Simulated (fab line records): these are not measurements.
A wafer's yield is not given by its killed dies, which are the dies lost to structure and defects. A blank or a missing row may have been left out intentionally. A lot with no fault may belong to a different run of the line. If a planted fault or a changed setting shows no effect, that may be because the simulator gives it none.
fab line records    flow nand-harc
record lots=6  wafers=18  last-day=33
route steps=1302 shown A_DECK1_JOINT@518 END@1302
lots that met no fault: from a run of the same line without faults
start-h: hours from the record's opening day to when the first of the lot's shown wafers began    wait-h: time in hours since the lot's previous step    " identical to the entry in the row above    L1.1+2: one row covering several wafers at once    - no value, or no start given    * or withheld: withheld    < > ~ a bound
route shown NAME@n: names a module that has steps shown in the file, with the first one's number in the route    usual: mean/standard deviation of fault-free wafers    same: alike in all rows    chamber/n: place in a boat    sites: per-site readings    _std_site: standard deviation of those values    _edge_site: the outer-site mean with the inner-site mean subtracted    radius-mm: how far each site lies from the wafer's centre    mask NAME#n: copy n    behind: the tool/chamber that last shaped the wafer    hold: the reason the lot was held/the length of the hold in hours/how it ended    device: which transistor (n, p or np) failed to switch    end of line: tests run on the same wafers once the route is complete    a step with no rows: only its recipe    killed: count of dies lost to structure and defects at first sort (not the wafer's yield)    map: a wafer's dies, marking killed ones x, the rest . and places with no die _
set.NAME: the setting the step ran with; set.NAME@STEP: the setting that earlier step ran with    model.NAME: the simulator's own value behind a step, which no gauge read
lots seen at some steps along the route; tables by step, rows by wafer
services: the hour from which a tool's chamber was out of use, counted from the record's first day as start-h (under 0 if before that day), plus the number of hours and why
## steps
# step NHARC_A_DECK1_JOINT_ETCHBACK_07
# recipe target-depth-a=1050  time-s=26.9  hbr-flow-sccm=150  rf-w=350  icp-w=350  bias-w=60  chemistry=HBr
# usual drypump-motor-current-A=5.9/0.32  oes-product-au=1.001/0.013  run-length-s=48.2/0.44  throttle-valve-pct=23.267/0.0081
lot.wafer  tool       chamber  start-h  wait-h  drypump-motor-current-A  oes-product-au  rf-hours-counter-h  run-length-s  throttle-valve-pct
L469.2     rie-si-03  1        249.88   0.1     6.2                      1.002           0.1                 48.0          23.257
L469.4     "          2        "        "       5.6                      1.014           0.2                 47.9          23.273
L469.6     "          1        "        "       6.2                      0.990           -                   48.1          23.253
L479.1     rie-si-03  2        350.33   0.1     5.6                      1.003           0.7                 47.9          23.255
L479.2     "          0        "        "       6.2                      1.001           0.8                 48.3          23.274
L479.3     "          1        "        "       6.2                      1.008           0.7                 48.1          23.256
L480.4     rie-si-03  1        355.07   0.1     6.2                      1.006           0.7                 48.4          23.271
L480.3     "          2        "        "       5.6                      1.006           0.8                 48.4          23.261
L480.6     "          1        "        "       6.2                      1.007           -                   48.4          23.262
L481.4     rie-si-01  1        363.12   0.1     6.3                      1.009           1.0                 47.7          23.249
L481.3     "          2        "        "       5.7                      0.982           1.0                 48.5          23.270
L481.5     "          0        "        "       6.2                      0.979           -                   48.3          23.251
L490.3     rie-si-06  3        468.20   0.1     5.5                      1.033           0.2                 48.0          23.265
L490.4     "          0        "        "       5.4                      1.016           0.2                 49.3          23.258
L490.6     "          2        "        "       5.6                      1.019           -                   47.9          23.260
L491.2     rie-si-06  0        472.85   0.1     5.3                      1.018           0.2                 49.0          23.257
L491.6     "          1        "        "       6.2                      1.010           -                   48.4          23.268
L491.5     "          2        "        "       5.6                      1.009           -                   48.3          23.264
# step NHARC_A_DECK1_JOINT_ETCH_25
# recipe target-depth-a=5  chemistry=dHF  material=SiO2
# step NHARC_A_DECK1_JOINT_ETCH_19
# recipe temp-c=25  target-depth-a=30  chemistry=TMAH  material=poly-Si
# step NHARC_A_DECK1_JOINT_ETCH_18
# recipe target-depth-a=30  chemistry=dHF  material=SiO2
# step NHARC_A_DECK1_JOINT_WET_08
# recipe temp-c=160  time-s=86  chemistry=H3PO4
# step NHARC_A_DECK1_JOINT_ETCH_09
# recipe target-depth-a=50  chemistry=dHF  material=SiO2
# step NHARC_A_DECK1_JOINT_WET_10
# recipe temp-c=160  time-s=86  chemistry=H3PO4
# step NHARC_A_DECK1_JOINT_ETCH_11
# recipe target-depth-a=350  chemistry=dHF  material=SiO2
# step NHARC_A_DECK1_JOINT_CVD_12
# recipe target-thk-a=900  temp-c=620  pressure-mtorr=200  time-s=1800  material=poly-Si
# step NHARC_A_DECK1_JOINT_CMP_13
# recipe target-thk-nm=51.023
# usual motor-current-A=11.9/0.72  slurry-flow-ml-min=150.0/0.45  time-to-endpoint-s=8.7/2.4
lot.wafer  tool    chamber  start-h  wait-h  motor-current-A  slurry-flow-ml-min  time-to-endpoint-s
L469.4     cmp-02  1        260.04   0.4     11.8             149.3               9.5
L469.2     "       2        "        "       11.6             150.0               10.6
L469.6     "       3        "        "       12.7             149.5               12.7
L479.1     cmp-01  1        360.58   0.4     11.5             150.4               6.6
L479.2     "       2        "        "       10.9             149.9               6.5
L479.3     "       3        "        "       13.3             149.6               8.1
L480.3     cmp-01  3        365.35   0.4     12.9             149.8               7.0
L480.4     "       1        "        "       11.5             150.7               5.8
L480.6     "       0        "        "       11.2             149.9               6.2
L481.3     cmp-02  0        373.43   0.4     13.4             150.0               5.1
L481.4     "       1        "        "       11.6             150.6               6.9
L481.5     "       0        "        "       12.6             149.1               4.8
L490.3     cmp-03  0        481.27   0.4     12.3             149.8               6.4
L490.4     "       1        "        "       11.8             149.7               10.9
L490.6     "       3        "        "       11.5             150.1               9.1
L491.2     cmp-02  0        481.32   0.4     12.5             150.3               8.3
L491.6     "       1        "        "       12.2             150.0               10.7
L491.5     "       2        "        "       11.5             150.1               12.2
# step NHARC_A_DECK1_JOINT_THK_MEAS_14
# recipe thk-meas-gauge=ellipsometry
# usual thk-nm=51.0/1.4
lot.wafer  tool           chamber  start-h  wait-h  thk-nm
L469.2     film-metro-01  -        260.24   0.2     51.5
L469.4     "              -        "        "       52.1
L469.6     "              -        "        "       53.7
L479.1     film-metro-01  -        360.81   0.2     48.2
L479.2     "              -        "        "       47.7
L479.3     "              -        "        "       51.2
L480.3     film-metro-01  -        365.60   0.2     49.7
L480.4     "              -        "        "       50.2
L480.6     "              -        "        "       51.3
L481.3     film-metro-02  -        373.66   0.2     50.3
L481.4     "              -        "        "       50.6
L481.5     "              -        "        "       49.6
L490.3     film-metro-01  -        481.50   0.2     49.7
L490.4     "              -        "        "       50.9
L490.6     "              -        "        "       49.6
L491.2     film-metro-02  -        481.50   0.2     50.4
L491.5     "              -        "        "       49.7
L491.6     "              -        "        "       50.0
# step NHARC_A_DECK1_JOINT_SRD_04
# step NHARC_A_DECK1_JOINT_ETCHBACK_00
# recipe target-depth-a=300  time-s=17.4  hbr-flow-sccm=150  rf-w=350  icp-w=350  bias-w=60  chemistry=HBr
# usual drypump-motor-current-A=5.8/0.33  oes-product-au=1.001/0.0096  run-length-s=38.6/0.46  throttle-valve-pct=23.266/0.0088
lot.wafer  tool       chamber  start-h  wait-h  drypump-motor-current-A  oes-product-au  rf-hours-counter-h  run-length-s  throttle-valve-pct
L469.4     rie-si-01  3        260.37   0.1     6.2                      0.998           0.48                38.2          23.266
L469.2     "          0        "        "       6.2                      0.982           0.40                39.0          23.258
L469.6     "          3        "        "       6.2                      0.999           -                   38.5          23.265
L479.3     rie-si-06  3        360.93   0.1     5.6                      1.000           0.48                39.0          23.273
L479.2     "          0        "        "       5.4                      0.998           0.65                39.2          23.265
L479.1     "          2        "        "       5.6                      0.994           0.59                38.4          23.250
L480.3     rie-si-06  1        365.74   0.1     6.2                      1.012           0.77                41.7          23.271
L480.4     "          2        "        "       5.6                      1.003           0.61                38.7          23.270
L480.6     "          0        "        "       5.3                      1.001           -                   42.4          23.282
L481.4     rie-si-06  0        373.81   0.1     5.4                      1.003           0.76                39.3          23.279
L481.3     "          1        "        "       6.2                      1.005           0.85                41.2          23.253
L481.5     "          2        "        "       5.6                      0.993           -                   38.3          23.237
L491.2     rie-si-06  3        481.63   0.1     5.5                      1.015           0.29                38.6          23.261
L491.5     "          3        "        "       5.5                      1.014           -                   38.5          23.284
L491.6     "          0        "        "       5.3                      1.017           -                   39.5          23.247
L490.3     rie-si-03  3        481.64   0.1     5.7                      0.991           0.78                37.7          23.273
L490.6     "          3        "        "       5.8                      0.990           -                   38.1          23.261
L490.4     "          1        "        "       6.2                      0.995           -                   38.7          23.264
# step NHARC_A_DECK1_JOINT_PRECLEAN_30
# recipe time-s=*  temp-c=50  bath-age-min=0  chemistry=SC1
# step NHARC_END_SORT_01
# recipe temp-c=25
# usual killed-at-array=59/19  killed-at-other=1.0/1.1  killed-at-periphery=3.8/2.4  killed-dies=64/19  killed-open=3.3/2  killed-short=2.4/1.6
# same gross-dies=677
lot.wafer  tool       chamber  start-h  wait-h  killed-at-array  killed-at-other  killed-at-periphery  killed-dies  killed-open  killed-short
L481.3     prober-01  0        692.82   3.1     51               0                3                    54           4            5
L481.5     prober-01  0        694.42   3.7     70               2                6                    78           6            4
# killed by level:class
L481.3 A_CHANNEL_HOLE_D1:chamber-film-flake=29 A_CHANNEL_HOLE_D2:chamber-film-flake=5 A_STAIRCASE:chamber-film-flake=5 A_CONTACT:chamber-film-flake=3 P_M0:geometric-particle:open=1 P_M0:geometric-particle:short=1 A_SOURCE_PLATE:geometric-particle:short=1 A_ONON_D1:geometric-particle:short=1
L481.5 A_CHANNEL_HOLE_D1:chamber-film-flake=39 A_CHANNEL_HOLE_D2:chamber-film-flake=15 A_CONTACT:chamber-film-flake=7 P_GATE:geometric-particle:open=3 A_M1:geometric-particle:short=3 P_M0:geometric-particle:open=2 THIN_TSV:chamber-film-flake=2 A_SOURCE_PLATE:geometric-particle:open=1
## services
tool       chamber  start-h  hours  kind
cmp-02     -        231.04   2.2    repair
rie-si-01  0        231.24   5.7    repair
rie-si-06  -        249.00   9.0    pm
rie-si-01  -        266.64   0.9    repair
cmp-01     -        283.50   4.0    pm
cmp-02     -        289.89   0.8    repair
cmp-01     -        303.28   34.9   repair
cmp-02     -        331.19   4.0    pm
cmp-02     -        337.48   2.6    repair
cmp-02     -        347.02   1.2    repair
rie-si-01  0        352.50   1.3    repair
cmp-02     -        366.15   1.1    repair
rie-si-01  -        370.00   9.0    pm
cmp-01     -        381.50   4.0    pm
cmp-02     -        385.70   5.4    repair
rie-si-03  0        397.10   123.0  repair
cmp-02     -        397.24   3.4    repair
rie-si-03  -        398.00   9.0    pm
rie-si-03  -        414.94   0.9    repair
rie-si-03  2        419.76   43.4   repair
rie-si-06  -        426.00   9.0    pm
cmp-02     -        429.19   4.0    pm
cmp-02     -        473.44   0.5    repair
cmp-02     -        475.33   3.0    repair
## key
first-sign step=NHARC_A_DECK1_JOINT_ETCHBACK_00  reading=run-length-s  direction=up  sigmas=6.8  usual=*  struck=*
effect none on later readings
met-at NHARC_A_DECK1_JOINT_ETCHBACK_00
struck-wafers L480.3,L480.6,L481.3
tester-left-out L480,L481
onset-between 360.93 365.74
fault kind=process-parameter-drift  tool=rie-si-06  chamber=-  onset-h=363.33  steps=NHARC_A_DECK1_JOINT_ETCHBACK_00  channel=time-s  offset=*  shape=step  end-h=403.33  scope=struck-wafers-only  acts-in=*  stated=*
# tester-left-out: of these lots the tester's yield and bins aren't shown, on N5 and GAA mostly nor the transistor test; their killed dies are dies lost to structure and defects alone, not to doping, threshold or leakage, so they don't give the yield
